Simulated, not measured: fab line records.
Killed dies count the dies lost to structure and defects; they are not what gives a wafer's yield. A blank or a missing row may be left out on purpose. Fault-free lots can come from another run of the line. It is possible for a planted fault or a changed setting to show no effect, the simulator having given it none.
3 desks looking at one fault + flow n5-finfet + what lay behind the numbers comes last; until then each desk has only its own

THE METROLOGY DESK
Means of the sampled wafers that have a number, per lot and without regard to the tool the lot ran on: this is what the gauges read. Any lot whose mean is over 4 standard deviations away from the usual mean is out of limits and marked OUT; that distance is given in the brackets. Only the readings that lie furthest out on some lot appear, 7 of the 11 it has.
Columns: A = thk-nm at N5_ILD0_THK_MEAS_08, usual 139.3 nm; B = DIBL_N at N5_BEOL_M4_RC_MEAS_101, usual 35.9 mV/V; C = IOFF_N at N5_BEOL_M4_RC_MEAS_101, usual 0.152 nA/um; D = IOFF_P at N5_BEOL_M4_RC_MEAS_101, usual 0.204 nA/um; E = ION_P at N5_BEOL_M4_RC_MEAS_101, usual 462 uA/um; F = SS_P at N5_BEOL_M4_RC_MEAS_101, usual 73.2 mV/dec; G = VT_N at N5_BEOL_M4_RC_MEAS_101, usual 250.3 mV
| lot  | first seen here | A     | B    | C     | D     | E   | F    | G     |
|------|-----------------|-------|------|-------|-------|-----|------|-------|
| L792 | day 3 20:19     | 140.1 | 35.4 | 0.166 | 0.203 | 460 | 73.6 | 248.2 |
| L798 | day 5 12:39     | 138.3 | 34.8 | 0.128 | 0.169 | 458 | 72.8 | 253.6 |
| L800 | day 6 00:56     | 138.2 | 35.5 | 0.135 | 0.204 | 460 | 73.3 | 250.1 |
| L801 | day 6 04:04     | 140.2 | 37.2 | 0.194 | 0.213 | 458 | 72.9 | 245.1 |
| L803 | day 6 18:23     | 139.1 | 34.7 | 0.159 | 0.215 | 468 | 73.5 | 248.4 |
| L806 | day 7 07:59     | 137.7 | 37.6 | 0.141 | 0.168 | 457 | 73.0 | 250.7 |
| L810 | day 8 06:08     | 140.4 | 36.2 | 0.169 | 0.225 | 469 | 72.8 | 246.8 |
| L811 | day 8 13:53     | 139.2 | 35.9 | 0.158 | 0.182 | 454 | 73.3 | 249.6 |
| L813 | day 8 23:29     | 139.0 | 39.0 | 0.194 | 0.253 | 461 | 74.3 | 248.7 |
| L814 | day 9 06:45     | 140.3 | 35.5 | 0.137 | 0.225 | 471 | 73.0 | 251.2 |
Result from this desk: across the 10 lots, nothing is out of limits.

THE DEFECT DESK
Per lot, the means of the sampled wafers with a number show what the inspections along the route counted. Any lot whose mean is over 4 standard deviations away from the usual mean is out of limits and marked OUT; that distance is given in the brackets.
Columns: A = raw-defect-count at N5_SDB_INSPECT_13, usual 70
| lot  | first seen here | A   |
|------|-----------------|-----|
| L792 | day 4 01:11     | 66  |
| L798 | day 5 16:26     | 82  |
| L800 | day 6 04:43     | 146 |
| L801 | day 6 07:50     | 80  |
| L803 | day 6 22:11     | 63  |
| L806 | day 7 11:47     | 60  |
| L810 | day 8 09:55     | 78  |
| L811 | day 8 17:32     | 74  |
| L813 | day 9 03:16     | 78  |
| L814 | day 9 10:32     | 39  |
Result from this desk: across the 10 lots, nothing is out of limits.

FOR THE TOOL OWNER'S DESK: rie-diel-02
The tool's own readings at N5_SDB_ETCH_17 (etches SiARC in CF4, target depth 23.4 nm, time 39 s): means of the sampled wafers that have a number, for each lot that ran on this tool. Any lot whose mean is over 4 standard deviations away from the usual mean is out of limits and marked OUT; that distance is given in the brackets.
Columns: A = drypump-motor-current-A at N5_SDB_ETCH_17, usual 5.8 A; B = etch-rf-on-time-s at N5_SDB_ETCH_17, usual 38.8 s; C = oes-product-au at N5_SDB_ETCH_17, usual 0.68 a.u.; D = rf-vpp-V at N5_SDB_ETCH_17, usual 184.4 V; E = showerhead-plenum-p-Torr at N5_SDB_ETCH_17, usual 2.18 Torr; F = throttle-valve-pct at N5_SDB_ETCH_17, usual 15.54 %
| lot  | first seen here | A   | B               | C    | D     | E    | F     |
|------|-----------------|-----|-----------------|------|-------|------|-------|
| L792 | day 4 01:16     | 5.9 | 38.3            | 0.69 | 184.0 | 2.20 | 15.44 |
| L798 | day 5 16:34     | 5.3 | 32.8 (-12) OUT  | 0.85 | 185.4 | 2.27 | 15.22 |
| L800 | day 6 04:47     | 5.5 | 28.8 (-19) OUT  | 0.85 | 186.4 | 2.27 | 15.54 |
| L801 | day 6 07:55     | 6.2 | 34.0 (-9.2) OUT | 0.67 | 184.2 | 2.16 | 15.60 |
| L814 | day 9 10:36     | 5.4 | 38.4            | 0.71 | 185.0 | 2.26 | 15.38 |
This desk's finding: out of limits on L798, L800, L801; first on L798, day 5 16:34 (etch-rf-on-time-s at N5_SDB_ETCH_17). In limits: L792, L814.

PUT TOGETHER
An alarm could have come from the tool owner's desk at day 5 16:34, on L798, L800, L801.
From the metrology desk's view, nothing was out of limits.
Nothing out of limits was seen by the defect desk.
The metrology desk holds a record of L798, L800, L801, inside its limits.
The defect desk has L798, L800, L801 on record, within its limits.
Of the lots named, all ran N5_SDB_ETCH_17 on rie-diel-02.

WHAT HAD BEEN PUT IN BY THE SIMULATOR
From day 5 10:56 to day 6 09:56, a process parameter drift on rie-diel-02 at N5_SDB_ETCH_17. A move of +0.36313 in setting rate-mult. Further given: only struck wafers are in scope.
Struck lots among those shown: L798, L800, L801.
Delay in hours, fault start to first out-of-limits reading, by desk: the tool owner's desk at 6.
